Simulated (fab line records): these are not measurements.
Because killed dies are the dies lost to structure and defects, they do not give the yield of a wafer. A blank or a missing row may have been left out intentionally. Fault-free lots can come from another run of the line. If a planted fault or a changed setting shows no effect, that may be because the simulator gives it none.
Matching of chambers | flow nandHarc | rieDiel-03 running NHARC_A_CHANNEL_HOLE_D2_ETCH_44: 4 sister chambers
The step etches the open film in CF4/O2, target depth 140 nm, overetch 14 nm, time 77 s. 8 wafers are shown with their chamber, then 7 later ones without.

== EACH WAFER AND ITS CHAMBER ==
wafer  | chamber | drypumpMotorCurrentA (A) | oesProductAu (a.u.)
L077.3 | 0       | 5.8                      | 0.979
L083.1 | 2       | 6.1                      | 0.994
L083.4 | 1       | 5.7                      | 0.983
L085.1 | 2       | 6.2                      | 0.989
L085.4 | 3       | 5.7                      | 0.997
L085.6 | 3       | 5.7                      | 1.006
L086.2 | 1       | 5.8                      | 0.980
L086.4 | 0       | 5.8                      | 0.987

== WAFERS MISSING THEIR CHAMBER ==
wafer  | drypumpMotorCurrentA (A) | oesProductAu (a.u.)
L086.6 | 6.2                      | 0.992
L087.1 | 6.2                      | 0.996
L087.4 | 5.8                      | 0.993
L087.5 | 5.8                      | 1.000
L097.1 | 5.7                      | 0.988
L097.2 | 5.9                      | 0.994
L097.4 | 6.2                      | 1.012

== CHAMBER TAKEN BY EACH ==
wafer  | from the rows above               | in truth
L086.6 | 2                                 | 2
L087.1 | 2                                 | 2
L087.4 | can't be placed: 0 or 1 or 3      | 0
L087.5 | can't be placed: 3 or 0           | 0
L097.1 | can't be placed: 1 or 0 or 3      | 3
L097.2 | can't be placed: 0 or 1 or 3 or 2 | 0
L097.4 | 2                                 | 2
Correctly placed: 3 of 7. From these rows, 4 cannot be placed; in 4 the true chamber is one of the candidates. Wrongly placed: 0.
How it was worked out, from the rows above alone: a wafer's distance from a chamber is the root of the sum, over the readings, of the square of ((its reading less the chamber's mean) divided by the reading's scatter). If the next closest chamber is less than 2 further off than the closest, the wafer can't be placed; otherwise it belongs to the closest. Each chamber's mean is taken over the wafers shown for it. The scatter: take each reading less its chamber's mean, square it, sum over the shown wafers, divide by the number of wafers less the number of chambers, and take the root.
